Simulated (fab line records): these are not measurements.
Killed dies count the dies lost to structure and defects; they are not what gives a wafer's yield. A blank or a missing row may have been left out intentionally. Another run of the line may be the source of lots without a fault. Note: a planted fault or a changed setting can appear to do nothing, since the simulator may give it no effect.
Problem report in the 8D (eight disciplines) form, filled by code ; flow nand_harc ; the parts of the form that need people (team, actions taken, sign-off) are left out

1. WHAT IS WRONG
At NHARC_P_GATE_CD_MEAS_26, cd_nm averages 112.2 nm over 4 wafers from 3 lots, while fault-free wafers read 120.6 nm, standard deviation 0.75. Relative to the usual mean, that is a shift of -11 standard deviations.
The step: target cd 120 nm.
First observed at day 8 16:18: wafer L981.3, on cd_sem-03. Wafers with a number at this step in the record: 36, from 13 lots. By rule, "out" or "out of limits" means more than 4 standard deviations away from the usual mean. The other wafers with a number count as sound.

2. WHAT IT IS, WHAT IT ISN'T
question;is;is not
which readings at this step;cd_nm;-
which lots;L981, L982, L983;L972, L974, L975, L978, L979, L980, L991, L992, L994, L995
which wafers of those lots;L981.3, L981.6, L982.6, L983.6;L982.5, L983.5
read on which gauges;cd_sem-03;cd_sem-01, cd_sem-02
when;from day 8 16:18;"up to then (18 sound wafers); but 14 sound wafers of L982, L983, L991, L992, L994, L995 came after"

3. SUSPECTS, AND WHAT RULES EACH OUT
Counting: any tool at a process step up to the reading remains a suspect provided it ran every lot that is out. Sound lots after the first of them don't rule it out here, since some wafers of a struck lot are sound.
- the gauge at NHARC_P_GATE_CD_MEAS_26: kept. All the wafers that are out were read on cd_sem-03, and no step on other tools shows them out.
- litho_track-01 at NHARC_P_GATE_PEB_24 (peb time 65 s): kept. Ran every lot that is out, first one L981 (day 8 16:13); last sound lot up to then L980 (day 8 08:58).
Remaining after the count are litho_track-01 at NHARC_P_GATE_PEB_24 and cd_sem-03 at NHARC_P_GATE_CD_MEAS_26.

4. THE CAUSE (what the simulator had put in)
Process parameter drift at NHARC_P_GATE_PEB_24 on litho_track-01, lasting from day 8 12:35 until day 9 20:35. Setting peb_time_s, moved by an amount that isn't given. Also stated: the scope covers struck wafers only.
Of the 2 suspects that counting leaves, this tool is one.

5. THE CHAIN OF EFFECTS, in route order
Each row: a reading where the mean over the struck wafers with a number is more than 3 standard deviations away from the usual. Only readings for which the record gives a usual standard deviation are gone through. hours: the time from each lot's start at the first step in this table that gives one to its start at this step, as a median over the lots. sigmas: the change in usual standard deviations.
hours;step;reading;usual;on struck wafers;change;sigmas
0;NHARC_P_GATE_CD_MEAS_26;cd_nm;120.6 nm;112.2;-8.4;-11
Later steps that measure or inspect, where all struck wafers having a row at the step show a number for every such reading and not one has moved that far: NHARC_END_SORT_01.

6. WHAT WOULD HAVE CAUGHT IT SOONER
Counted from the fault's start at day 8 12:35, it took 4 hours until the first out-of-limits reading at a measuring or inspecting step in this record, taken at day 8 16:18.
An alarm limit of 4 standard deviations would not have fired on the tool readings at NHARC_P_GATE_PEB_24 for which the record gives a usual standard deviation, since none of them was out on any struck wafer.
Among the 3 lots that are out, L982, L983 began NHARC_P_GATE_PEB_24 on litho_track-01 after day 8 16:18. A hold on the tool at that time would have spared those 2.
